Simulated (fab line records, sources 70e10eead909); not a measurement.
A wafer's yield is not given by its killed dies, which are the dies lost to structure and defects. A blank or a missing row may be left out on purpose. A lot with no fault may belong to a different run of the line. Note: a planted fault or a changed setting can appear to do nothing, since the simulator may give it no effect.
fab line records    flow nand-harc
record lots=14  wafers=42  last-day=24
route steps=1159 shown A_M1@1046 A_BONDPAD@1071
lots with no fault: from the same line, run without faults
start-h: start of the lot's first displayed wafer, in hours after the record's first day    wait-h: hours from the lot's prior step to this one    " identical to the entry in the row above    L1.1+2: one row covering several wafers at once    - either no value or no given start    * or withheld: withheld    < > ~ a bound
route shown NAME@n: NAME is a module with steps in the file, n the number in the route of the first one    usual: mean and standard deviation over wafers with no fault    same: alike in all rows    chamber/n: place in a boat    sites: per-site readings    _std_site: standard deviation of those values    _edge_site: inner sites' mean taken away from outer sites' mean    radius-mm: for every site, how far away it sits from the centre of the wafer    mask NAME#n: copy n    behind: the most recent tool/chamber to have shaped the wafer    hold: reason for holding the lot/hours on hold/outcome of the hold    device: which transistor (n, p or np) failed to switch    end of line: the same wafers' tests at the end of the route    for a step that has no rows: nothing shown but its recipe    killed: not the wafer's yield, but the dies lost to structure and defects at the first sort    map: the dies of a wafer, with x for killed, . for not killed, _ for no die there
set.NAME: setting as actually run; set.NAME@STEP: the setting as run at that earlier step    model.NAME: the simulator's own value behind a step, which no gauge read
steps of the route over a sample of lots; a table a step, a row a wafer
services: the hour from which a tool's chamber was out of use, counted from the record's first day as start-h (under 0 if before that day), plus the number of hours and why
## steps
# step NHARC_A_M1_DEGAS_29
# recipe temp-c=250  time-s=60
# usual heater-power-w=307/23
lot.wafer  tool            chamber  start-h  wait-h  heater-power-w
L898.3     pvd-sputter-02  -        407.92   -       324
L898.4     "               -        "        "       321
L898.2     "               -        "        "       350
L899.4     pvd-sputter-01  -        409.76   -       318
L899.3     "               -        "        "       288
L899.6     "               -        "        "       313
L896.1     pvd-sputter-02  -        434.36   -       300
L896.3     "               -        "        "       317
L896.6     "               -        "        "       323
L906.3     pvd-sputter-03  -        481.49   -       323
L906.5     "               -        "        "       330
L906.6     "               -        "        "       329
L908.3     pvd-sputter-01  -        482.64   -       291
L908.1     "               -        "        "       290
L908.5     "               -        "        "       298
L912.3     pvd-sputter-01  -        494.15   -       293
L912.1     "               -        "        "       283
L912.6     "               -        "        "       320
L911.1     pvd-sputter-01  -        500.55   -       316
L911.4     "               -        "        "       287
L911.5     "               -        "        "       316
L910.4     pvd-sputter-03  -        505.64   -       262
L910.1     "               -        "        "       325
L910.5     "               -        "        "       253
L913.3     pvd-sputter-01  -        509.70   -       320
L913.1     "               -        "        "       294
L913.6     "               -        "        "       291
L914.1     pvd-sputter-03  -        511.43   -       333
L914.3     "               -        "        "       298
L914.6     "               -        "        "       336
L915.1     pvd-sputter-02  -        517.47   -       323
L915.4     "               -        "        "       311
L915.2     "               -        "        "       289
L916.4     pvd-sputter-01  -        535.58   -       281
L916.1     "               -        "        "       332
L916.5     "               -        "        "       297
L917.1     pvd-sputter-02  -        539.25   -       315
L917.2     "               -        "        "       325
L917.6     "               -        "        "       317
L918.2     pvd-sputter-02  -        540.03   -       287
L918.3     "               -        "        "       323
L918.6     "               -        "        "       353
# step NHARC_A_BONDPAD_DEVELOP_08
# recipe time-s=50  dev-temp-c=22
# usual chill-plate-temp-C=22.99/0.1  developer-temp-C=22.01/0.098
lot.wafer  tool            chamber  start-h  wait-h  chill-plate-temp-C  developer-temp-C
L898.2     litho-track-03  0        411      -       23.13               21.85
L898.3     "               0        "        "       22.87               22.11
L898.4     "               0        "        "       23.00               21.91
L899.3     litho-track-03  0        413      -       23.02               22.12
L899.4     "               0        "        "       23.05               21.87
L899.6     "               0        "        "       23.17               21.90
L896.1     litho-track-02  0        437      -       23.08               22.03
L896.3     "               0        "        "       22.99               22.01
L896.6     "               0        "        "       23.01               21.90
L906.3     litho-track-05  -        484      -       -                   -
L906.5     "               -        "        "       -                   -
L906.6     "               -        "        "       -                   -
L908.1     litho-track-02  -        486      -       -                   -
L908.3     "               -        "        "       -                   -
L908.5     "               -        "        "       -                   -
L912.1     litho-track-03  0        497      -       22.99               22.02
L912.3     "               0        "        "       22.87               22.00
L912.6     "               0        "        "       23.00               22.03
L911.1     litho-track-05  0        503      -       22.84               21.95
L911.4     "               0        "        "       22.98               21.86
L911.5     "               0        "        "       22.92               21.94
L910.1     litho-track-03  0        509      -       23.03               22.16
L910.4     "               0        "        "       22.93               22.06
L910.5     "               0        "        "       22.96               22.00
L913.1     litho-track-03  0        513      -       22.87               22.04
L913.3     "               0        "        "       22.86               22.11
L913.6     "               0        "        "       23.04               21.89
L914.1     litho-track-03  0        514      -       23.10               21.98
L914.3     "               0        "        "       23.06               21.79
L914.6     "               0        "        "       23.01               21.91
L915.1     litho-track-05  0        521      -       23.03               22.01
L915.2     "               0        "        "       23.17               22.00
L915.4     "               0        "        "       22.96               22.12
L916.1     litho-track-03  0        538      -       22.93               21.96
L916.4     "               0        "        "       22.78               21.93
L916.5     "               0        "        "       22.88               21.85
L917.1     litho-track-02  0        542      -       23.12               21.90
L917.2     "               0        "        "       23.12               22.02
L917.6     "               0        "        "       23.02               22.13
L918.2     litho-track-05  0        543      -       22.94               22.00
L918.3     "               0        "        "       22.95               22.02
L918.6     "               0        "        "       22.75               22.03
# step NHARC_A_BONDPAD_DEGAS_25
# recipe temp-c=300  time-s=60
# usual heater-power-w=429/33
lot.wafer  tool            chamber  start-h  wait-h  heater-power-w
L898.3     pvd-sputter-03  -        412.60   -       462
L898.2     "               -        "        "       370
L898.4     "               -        "        "       437
L899.4     pvd-sputter-01  -        414.40   -       402
L899.3     "               -        "        "       410
L899.6     "               -        "        "       397
L896.3     pvd-sputter-01  -        439.01   -       390
L896.1     "               -        "        "       398
L896.6     "               -        "        "       411
L906.3     pvd-sputter-01  -        486.01   -       437
L906.5     "               -        "        "       430
L906.6     "               -        "        "       409
L908.1     pvd-sputter-03  -        487.34   -       481
L908.3     "               -        "        "       466
L908.5     "               -        "        "       420
L912.1     pvd-sputter-03  -        498.83   -       473
L912.3     "               -        "        "       364
L912.6     "               -        "        "       455
L911.4     pvd-sputter-01  -        505.23   -       413
L911.1     "               -        "        "       422
L911.5     "               -        "        "       415
L910.1     pvd-sputter-02  -        510.84   -       484
L910.4     "               -        "        "       406
L910.5     "               -        "        "       484
L913.3     pvd-sputter-02  -        514.37   -       405
L913.1     "               -        "        "       438
L913.6     "               -        "        "       498
L914.3     pvd-sputter-03  -        515.97   -       411
L914.1     "               -        "        "       473
L914.6     "               -        "        "       428
L915.1     pvd-sputter-03  -        522.87   -       453
L915.2     "               -        "        "       417
L915.4     "               -        "        "       461
L916.1     pvd-sputter-01  -        540.21   -       425
L916.4     "               -        "        "       445
L916.5     "               -        "        "       433
L917.2     pvd-sputter-02  -        544.08   -       442
L917.1     "               -        "        "       433
L917.6     "               -        "        "       407
L918.2     pvd-sputter-03  -        544.78   -       424
L918.3     "               -        "        "       482
L918.6     "               -        "        "       361
# step NHARC_A_BONDPAD_PRE_CLEAN_26
# recipe time-s=30  temp-c=280  gas=H2/He
# usual heater-power-w=376/29
lot.wafer  tool            chamber  start-h  wait-h  heater-power-w
L898.2     pvd-sputter-03  -        -        -       315
L898.3     "               -        "        "       376
L898.4     "               -        "        "       422
L899.4     pvd-sputter-01  -        -        -       387
L899.3     "               -        "        "       349
L899.6     "               -        "        "       395
L896.1     pvd-sputter-01  -        -        -       358
L896.3     "               -        "        "       396
L896.6     "               -        "        "       399
L906.3     pvd-sputter-01  -        -        -       356
L906.5     "               -        "        "       358
L906.6     "               -        "        "       386
L908.1     pvd-sputter-03  -        -        -       401
L908.3     "               -        "        "       371
L908.5     "               -        "        "       399
L912.1     pvd-sputter-03  -        -        -       405
L912.3     "               -        "        "       366
L912.6     "               -        "        "       320
L911.1     pvd-sputter-01  -        -        -       349
L911.4     "               -        "        "       346
L911.5     "               -        "        "       398
L910.1     pvd-sputter-02  -        -        -       368
L910.4     "               -        "        "       390
L910.5     "               -        "        "       396
L913.1     pvd-sputter-02  -        -        -       393
L913.3     "               -        "        "       368
L913.6     "               -        "        "       384
L914.3     pvd-sputter-03  -        -        -       410
L914.1     "               -        "        "       402
L914.6     "               -        "        "       415
L915.2     pvd-sputter-03  -        -        -       407
L915.1     "               -        "        "       317
L915.4     "               -        "        "       417
L916.4     pvd-sputter-01  -        -        -       374
L916.1     "               -        "        "       396
L916.5     "               -        "        "       376
L917.2     pvd-sputter-02  -        -        -       385
L917.1     "               -        "        "       345
L917.6     "               -        "        "       435
L918.2     pvd-sputter-03  -        -        -       366
L918.3     "               -        "        "       386
L918.6     "               -        "        "       319
## services
tool            chamber  start-h  hours  kind
litho-track-03  -        388.00   7.0    pm
pvd-sputter-02  -        392.00   10.0   pm
litho-track-05  -        412.00   7.0    pm
pvd-sputter-02  -        440.98   3.9    repair
pvd-sputter-02  -        455.16   38.8   repair
pvd-sputter-03  -        458.00   10.0   pm
pvd-sputter-01  -        497.49   2.8    repair
pvd-sputter-03  -        513.65   0.6    repair
pvd-sputter-01  -        514.00   10.0   pm
litho-track-02  -        515.00   7.0    pm
## key
first-sign step=NHARC_A_BONDPAD_DEVELOP_08  reading=tool-record  direction=missing
effect none on later readings
met-at NHARC_A_BONDPAD_DEVELOP_08
struck-lots L906,L908
sort-left-out L906.3,L906.5,L906.6,L908.1,L908.3,L908.5
not-acting-at NHARC_A_M1_DEGAS_29,NHARC_A_BONDPAD_DEGAS_25,NHARC_A_BONDPAD_PRE_CLEAN_26
onset-between 437 484
fault kind=skipped-step-whole  tool=litho-track-02,litho-track-05  chamber=-  onset-h=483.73  steps=NHARC_A_BONDPAD_DEVELOP_08  scope=struck-lots-only
# sort-left-out: the simulated sort isn't trusted on such a fault, so these wafers' sort isn't shown, and their yield isn't known
